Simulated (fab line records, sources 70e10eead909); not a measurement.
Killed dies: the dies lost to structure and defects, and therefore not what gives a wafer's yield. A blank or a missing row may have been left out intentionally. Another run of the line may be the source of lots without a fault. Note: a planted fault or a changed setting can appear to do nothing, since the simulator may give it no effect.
Chamber matching + flow nand harc + NHARC_A_M1_DESCUM_14 on rie diel-10 has 4 sister chambers
The step chemistry O2, time 3 s. 4 wafers are shown with their chamber, then 10 later ones without.

WAFERS PAIRED WITH THEIR CHAMBERS
| wafer  | chamber | showerhead plenum p Torr (Torr) |
|--------|---------|---------------------------------|
| L084.2 | 2       | 1.94                            |
| L084.6 | 3       | 1.83                            |
| L086.3 | 0       | 1.80                            |
| L086.5 | 1       | 1.91                            |

WAFERS WITHOUT THEIR CHAMBER
| wafer  | showerhead plenum p Torr (Torr) |
|--------|---------------------------------|
| L086.6 | 1.94                            |
| L087.1 | 1.79                            |
| L087.5 | 1.94                            |
| L087.6 | 1.83                            |
| L095.1 | 1.83                            |
| L095.3 | 1.94                            |
| L095.4 | 1.79                            |
| L096.2 | 1.94                            |
| L096.4 | 1.94                            |
| L096.6 | 1.94                            |

WHICH CHAMBER EACH WENT THROUGH
| wafer  | from the rows above | in truth |
|--------|---------------------|----------|
| L086.6 | 2                   | 2        |
| L087.1 | 0                   | 0        |
| L087.5 | 2                   | 2        |
| L087.6 | 3                   | 3        |
| L095.1 | 3                   | 3        |
| L095.3 | 2                   | 2        |
| L095.4 | 0                   | 0        |
| L096.2 | 2                   | 2        |
| L096.4 | 2                   | 2        |
| L096.6 | 2                   | 2        |
Correctly placed: 10 of 10. Not placeable from these rows: 0. 0 placed wrongly.
How it was worked out, from the rows above alone: a wafer's distance from a chamber is the root of the sum, over the readings, of the square of ((its reading less the chamber's mean) divided by the reading's scatter). If the next closest chamber is less than 2 further off than the closest, the wafer can't be placed; otherwise it belongs to the closest. For every chamber, the mean is computed from those of its wafers that are shown. The scatter (one wafer shown for each chamber): square how far every hidden wafer sits from the nearest shown wafer, average those squares and take the square root.
